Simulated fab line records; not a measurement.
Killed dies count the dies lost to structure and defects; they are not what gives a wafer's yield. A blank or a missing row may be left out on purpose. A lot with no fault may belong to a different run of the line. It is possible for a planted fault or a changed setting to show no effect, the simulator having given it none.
Chamber matching | flow nandHarc | pecvd-04 running NHARC_A_M0_PRE_CLEAN_31: 3 sister chambers
The step time 12 s. 3 wafers are shown with their chamber, then 7 later ones without.

WAFERS, EACH WITH ITS CHAMBER
wafer  | chamber | heaterPowerW (W)
L976.4 | 1       | 659
L975.2 | 2       | 612
L975.3 | 0       | 611

WAFERS WITHOUT THEIR CHAMBER
wafer  | heaterPowerW (W)
L975.6 | 621
L981.3 | 605
L981.4 | 583
L981.5 | 599
L982.1 | 658
L982.4 | 710
L982.5 | 655

WHICH CHAMBER EACH ONE RAN IN
wafer  | from the rows above          | in truth
L975.6 | can't be placed: 2 or 0 or 1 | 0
L981.3 | can't be placed: 0 or 2      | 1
L981.4 | can't be placed: 0 or 2      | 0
L981.5 | can't be placed: 0 or 2      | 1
L982.1 | can't be placed: 1 or 2      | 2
L982.4 | 1                            | 1
L982.5 | can't be placed: 1 or 2 or 0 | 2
Correct placement for 1 of the 7. Cannot be placed on the basis of these rows: 6; the candidates contain the true chamber in 4. Placed wrongly: 0.
How it was worked out, from the rows above alone: a wafer's distance from a chamber is the root of the sum, over the readings, of the square of ((its reading less the chamber's mean) divided by the reading's scatter). The wafer belongs to the nearest chamber; if the next one is less than 2 further off, it can't be placed. For every chamber, the mean is computed from those of its wafers that are shown. The scatter: with one shown wafer a chamber, the root of the mean of the squares of how far each hidden wafer lies from its nearest shown one.
